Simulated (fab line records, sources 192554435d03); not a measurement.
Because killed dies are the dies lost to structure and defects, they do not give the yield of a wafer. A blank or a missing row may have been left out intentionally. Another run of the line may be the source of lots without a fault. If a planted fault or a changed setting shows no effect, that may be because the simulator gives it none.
A lot that was struck, set against a sound lot / flow n5_finfet / 14 out of 1938 route steps
Sound: the wafers L218.2, L218.4, L218.6. The struck wafers were L233.3, L233.4, L233.5. Last of all comes the cause.
Each step with rows lists, per side, the tool, then ch with its chambers, then its first start. Under that, the readings that differ: sound wafers / struck wafers / difference of the means / sigmas: that difference in standard deviations of wafers without a fault.
alike: readings whose means differ by less than 2 such deviations, and words and numbers that are the same on both sides. not compared: withheld readings, readings that some wafer has no value for, bounds like >300 that may hide the same value, and numbers for which the record gives no deviation and whose values overlap.
The two part at a step that has a row with sigmas, a row that says differs or no value, or rows on one side only. Numbers that don't overlap but have no deviation are shown without sigmas and don't part them. A reading that every wafer of one side lacks parts them only if that side has two wafers or more.

N5_BEOL_M0_SAQP_STRIP_108: strips in N2/H2.
  sound on rie_diel-04 ch 0,1,3, day 5 20:40; struck on rie_diel-01 ch 0,1, day 9 19:52
  alike: drypump_motor_current_A, oes_product_au, rf_vpp_V, showerhead_plenum_p_Torr, throttle_valve_pct
  not compared: rf_hours_counter_h
N5_BEOL_M0_SAQP_RECESS_109: chemistry HF/NH3, target SiO2, target depth 3 nm, afs cycles 1, sublimation time 60 s.
  sound on vapor_etch-01 ch 0,1, day 5 20:51; struck on vapor_etch-01 ch 0,1, day 9 19:59
  alike: drypump_motor_current_A, sublimation_temp_c
N5_BEOL_M0_SAQP_SPACER2_ALD_26: deposits SiO2, target thk 15 nm, pulse time 1 s, purge time 2 s.
  sound on ald_sin-02 ch 0,1, day 5 21:14; struck on ald_sin-02 ch 1,2, day 9 20:44
  alike: heater_power_w, precursor_pulse_height_rel
N5_BEOL_M0_SAQP_SPACER2_ETCHBACK_27: etches SiO2 in CHF3/O2, target depth 22.5 nm, time 11.25 s.
  sound on rie_diel-04 ch 1,2,3, day 5 21:47; struck on rie_diel-06 ch 0,1,3, day 9 21:17
  alike: CHF3_flow_sccm, drypump_motor_current_A, oes_product_au, rf_vpp_V, showerhead_plenum_p_Torr, throttle_valve_pct
  not compared: rf_hours_counter_h
N5_BEOL_M0_SAQP_MANDREL2_REMOVE_110: chemistry HBr/Cl2/O2, target a-Si, stops on SiCN, bt time 10 s.
  sound on rie_si-06 ch 0,1, day 5 21:53; struck on rie_si-05 ch 2,3, day 9 21:23
  alike: drypump_motor_current_A, oes_product_au, throttle_valve_pct
  not compared: rf_hours_counter_h
N5_BEOL_M0_SAQP_CD_MEAS_29 targets a cd of 14.4 nm.
  sound on cd_sem-02 ch 0, day 5 21:59; struck on cd_sem-01 ch 0, day 9 21:29
  alike: cd_nm
then, 6 steps without rows for these wafers: N5_BEOL_M0_SAQP_COAT_69 (time 60 s, resist thk 90 nm); N5_BEOL_M0_SAQP_COAT_72 (time 60 s, resist thk 15 nm); N5_BEOL_M0_SAQP_COAT_87 (time 60 s, resist thk 5 nm); N5_BEOL_M0_SAQP_COAT_34 (resist thk 30 nm); N5_BEOL_M0_SAQP_EBR_36; N5_BEOL_M0_SAQP_SOFTBAKE_35 (time 60 s).
N5_BEOL_M0_SAQP_EXPOSE_37: exposes mask M0 CUT1, target cd 30 nm.
  sound on euv_scanner-02 ch 0, day 5 22:18; struck on euv_scanner-02, day 9 21:41
  no value came back on the struck wafers for exposure_dose_mJ_cm2, focus_offset_nm (nm); on the sound wafers exposure_dose_mJ_cm2 reads 44.6 44.7 44.6
  alike: mask
then, 1 step without rows for these wafers: N5_BEOL_M0_SAQP_PEB_38 (peb time 60 s).

== WHERE THEY PART ==
Only at N5_BEOL_M0_SAQP_EXPOSE_37, within this record.

WHY: what had been put in by the simulator
Entire step skipped (euv_scanner-02, N5_BEOL_M0_SAQP_EXPOSE_37), from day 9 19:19 onward. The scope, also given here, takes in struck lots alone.
